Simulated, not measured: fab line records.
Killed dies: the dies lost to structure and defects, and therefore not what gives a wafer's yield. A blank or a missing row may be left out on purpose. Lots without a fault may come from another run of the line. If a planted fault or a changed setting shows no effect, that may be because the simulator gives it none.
Matching of chambers    flow n5Finfet    rieDiel-04 running N5_BEOL_M1_STRIP_66: 4 sister chambers
The step strips in CF4. 4 wafers are shown with their chamber, then 8 later ones without.

== WAFERS, EACH WITH ITS CHAMBER ==
wafer   chamber  drypumpMotorCurrentA (A)
L079.6  2        5.2
L081.1  1        6.4
L081.2  3        5.4
L084.3  0        5.4

== WAFERS WITHOUT THEIR CHAMBER ==
wafer   drypumpMotorCurrentA (A)
L084.4  5.3
L084.5  5.3
L086.2  5.4
L086.3  6.4
L086.5  5.4
L091.1  6.4
L091.2  5.4
L091.5  5.4

== EACH ONE'S CHAMBER ==
wafer   from the rows above           in truth
L084.4  can't be placed: 2 or 0 or 3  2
L084.5  can't be placed: 2 or 0 or 3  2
L086.2  can't be placed: 0 or 3       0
L086.3  1                             1
L086.5  can't be placed: 0 or 3       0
L091.1  1                             1
L091.2  can't be placed: 0 or 3       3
L091.5  can't be placed: 0 or 3       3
2 of 8 placed correctly. Cannot be placed on the basis of these rows: 6; the candidates contain the true chamber in 6. Placed wrongly: 0.
How it was worked out, from the rows above alone: a wafer's distance from a chamber is the root of the sum, over the readings, of the square of ((its reading less the chamber's mean) divided by the reading's scatter). If the next closest chamber is less than 2 further off than the closest, the wafer can't be placed; otherwise it belongs to the closest. For every chamber, the mean is computed from those of its wafers that are shown. The scatter (one wafer shown for each chamber): square how far every hidden wafer sits from the nearest shown wafer, average those squares and take the square root.
